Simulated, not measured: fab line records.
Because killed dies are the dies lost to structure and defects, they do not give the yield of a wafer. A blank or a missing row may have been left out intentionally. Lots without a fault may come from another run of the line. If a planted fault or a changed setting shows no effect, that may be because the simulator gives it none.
Matching of chambers / flow n5Finfet / N5_BEOL_M4_ILD_DEP_00 on pecvd-01 has 3 sister chambers
The step deposits SiOC from DEMS/O2, target thk 79 nm, time 15.3 s. 6 wafers are shown with their chamber, then 8 later ones without.

WAFERS PAIRED WITH THEIR CHAMBERS
wafer=L978.6; chamber=0; heaterPowerW (W)=430; throttleValvePct (%)=12.0
wafer=L981.3; chamber=0; heaterPowerW (W)=430; throttleValvePct (%)=11.7
wafer=L981.4; chamber=2; heaterPowerW (W)=494; throttleValvePct (%)=11.6
wafer=L982.5; chamber=2; heaterPowerW (W)=422; throttleValvePct (%)=11.4
wafer=L982.6; chamber=1; heaterPowerW (W)=481; throttleValvePct (%)=11.8
wafer=L983.3; chamber=1; heaterPowerW (W)=555; throttleValvePct (%)=11.9

WAFERS WHOSE CHAMBER IS MISSING
wafer=L983.4; heaterPowerW (W)=424; throttleValvePct (%)=12.0
wafer=L983.6; heaterPowerW (W)=475; throttleValvePct (%)=12.0
wafer=L996.2; heaterPowerW (W)=431; throttleValvePct (%)=11.9
wafer=L996.3; heaterPowerW (W)=504; throttleValvePct (%)=11.7
wafer=L996.6; heaterPowerW (W)=495; throttleValvePct (%)=11.6
wafer=L995.4; heaterPowerW (W)=354; throttleValvePct (%)=11.7
wafer=L995.5; heaterPowerW (W)=511; throttleValvePct (%)=11.9
wafer=L995.6; heaterPowerW (W)=443; throttleValvePct (%)=12.2

WHICH CHAMBER EACH WENT THROUGH
wafer=L983.4; from the rows above=can't be placed: 0 or 1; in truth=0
wafer=L983.6; from the rows above=can't be placed: 1 or 0 or 2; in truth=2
wafer=L996.2; from the rows above=can't be placed: 0 or 1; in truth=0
wafer=L996.3; from the rows above=can't be placed: 1 or 2 or 0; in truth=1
wafer=L996.6; from the rows above=can't be placed: 2 or 1 or 0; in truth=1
wafer=L995.4; from the rows above=can't be placed: 0 or 2 or 1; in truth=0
wafer=L995.5; from the rows above=can't be placed: 1 or 0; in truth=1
wafer=L995.6; from the rows above=can't be placed: 0 or 1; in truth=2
Correct placement for 0 of the 8. Unplaceable from these rows: 8, with the true chamber sitting among the candidates in 7. Number placed wrongly: 0.
How it was worked out, from the rows above alone: a wafer's distance from a chamber is the root of the sum, over the readings, of the square of ((its reading less the chamber's mean) divided by the reading's scatter). The wafer belongs to the nearest chamber; if the next one is less than 2 further off, it can't be placed. Each chamber's mean is taken over the wafers shown for it. How the scatter is found: for the shown wafers, subtract from each reading the mean of its chamber, square and add these, divide the total by (wafers less chambers), then take the root.
